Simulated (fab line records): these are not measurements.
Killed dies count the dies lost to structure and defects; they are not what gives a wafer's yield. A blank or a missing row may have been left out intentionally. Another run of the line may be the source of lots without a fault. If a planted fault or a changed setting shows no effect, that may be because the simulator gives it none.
Struck lot and sound lot, side by side	flow nand harc	15 out of 1159 route steps
Sound: the wafers L140.3, L140.5, L140.6. Struck: wafer L159.2 (left out: L159.1, L159.4 of the same lot, which were not struck); the cause appears at the end.
Each step with rows lists, per side, the tool, then ch with its chambers, then its first start. Under that, the readings that differ: sound wafers	struck wafers	difference of the means	sigmas: that difference in standard deviations of wafers without a fault.
alike: a reading whose means differ by less than 2 such deviations, as well as words and numbers matching on both sides. not compared: withheld readings; readings where some wafer has no value; bounds like >300 that might hide an equal value; numbers whose values overlap and for which the record gives no deviation.
Wherever a step has rows on one side only, a row that says differs or no value, or a row with sigmas, the two part there. Numbers that don't overlap but have no deviation are shown without sigmas and don't part them. A reading that every wafer of one side lacks parts them only if that side has two wafers or more.

first, 5 steps without rows for these wafers: NHARC_A_CONTACT_SOFTBAKE_64 (time 55 s); NHARC_A_CONTACT_EBR_65; NHARC_A_CONTACT_EXPOSE_66 (exposes mask A CC 2); NHARC_A_CONTACT_PEB_67 (peb time 65 s); NHARC_A_CONTACT_DEVELOP_68 (develop time 35 s).
NHARC_A_CONTACT_CD_MEAS_69 targets a cd of 200 nm.
  sound on cd sem-03 ch 0, day 17 04:29; struck on cd sem-02 ch 0, day 20 23:51
  alike: cd nm
NHARC_A_CONTACT_OVL_MEAS_70:
  struck on overlay-01, day 20 23:56; sound on overlay-02, day 17 04:34
  alike: overlay x nm, overlay y nm
NHARC_A_CONTACT_INSPECT_71:
  struck on defect inspect-02, day 20 23:58; sound on defect inspect-01, day 17 04:36
reading	sound	struck	difference	sigmas
raw defect count	18 25 23	55	+33	+2
NHARC_A_CONTACT_DESCUM_74: chemistry O2, time 3 s.
  sound on rie diel-06 ch 0,1, day 17 04:40; struck on rie diel-11 ch 3, day 21 00:02
reading	sound	struck	difference	sigmas
showerhead plenum p Torr (Torr)	1.77 1.84 1.77	2.03	+0.24	+3
  alike: chamber pressure mTorr, drypump motor current A, oes product au, rf vpp V, throttle valve pct
  not compared: rf hours counter h
NHARC_A_CONTACT_ETCH_75: etches the open film in CF4, target depth 39 nm, time 65 s.
  sound on rie diel-06 ch 0,3, day 17 04:45; struck on rie diel-11 ch 2, day 21 00:08
reading	sound	struck	difference	sigmas
rf vpp V (V)	149.9 151.2 149.4	153.0	+2.8	+3
  alike: chamber pressure mTorr, drypump motor current A, oes product au, run length s, showerhead plenum p Torr, throttle valve pct
  not compared: rf hours counter h
NHARC_A_CONTACT_ETCH_76: etches the open film in N2/H2, target depth 260 nm, time 475.3 s.
  sound: rie diel-06 ch 0,2,3; struck: rie diel-11 ch 1
  alike: chamber pressure mTorr, drypump motor current A, oes product au, rf vpp V, run length s, showerhead plenum p Torr, throttle valve pct
  not compared: rf hours counter h
NHARC_A_CONTACT_ETCH_77: etches the open film in CF4/CHF3, target depth 72.6 nm, time 36.3 s.
  sound: rie diel-06 ch 0,1; struck: rie diel-11 ch 3
reading	sound	struck	difference	sigmas
oes product au (a.u.)	0.910 0.921 0.927	0.969	+0.050	+2
showerhead plenum p Torr (Torr)	1.52 1.52 1.46	1.67	+0.17	+3
  alike: chamber pressure mTorr, drypump motor current A, rf vpp V, run length s, throttle valve pct
  not compared: rf hours counter h
NHARC_A_CONTACT_ETCH_78: etches the open film in O2/COS, target depth 2800 nm, time 728 s.
  sound on rie diel-06 ch 1,2,3, day 17 05:35; struck on rie diel-11 ch 0, day 21 00:38
reading	sound	struck	difference	sigmas
run length s (s)	748.7 750.1 749.8	539.7	-209.8	-99 or more
  alike: chamber pressure mTorr, cos flow sccm, drypump motor current A, oes product au, rf vpp V, showerhead plenum p Torr, throttle valve pct
  not compared: rf hours counter h
NHARC_A_CONTACT_ETCH_124: etches the open film in C4F8/O2/Ar, time 140 s, target depth 700 nm.
  sound on har cap etch-01 ch 0,1, day 17 06:03; struck on har cap etch-03 ch 0, day 21 01:10
reading	sound	struck	difference	sigmas
rf hours counter h (h)	- - -	103	no value on the sound wafers	
  alike: chamber pressure mTorr, run length s
-- jump in the record: it breaks off in module A_CONTACT and resumes in module END (first step shown: number 1159 of the route), and 3 days separate the struck wafers' starts before and after --
NHARC_END_SORT_01:
  here the record holds rows for the struck wafers (prober-01 ch 0, day 23 21:14) but none for the sound ones

== WHERE THEY PART ==
First at NHARC_A_CONTACT_INSPECT_71; last, within this record, at NHARC_END_SORT_01.

WHY: whatever the simulator had introduced
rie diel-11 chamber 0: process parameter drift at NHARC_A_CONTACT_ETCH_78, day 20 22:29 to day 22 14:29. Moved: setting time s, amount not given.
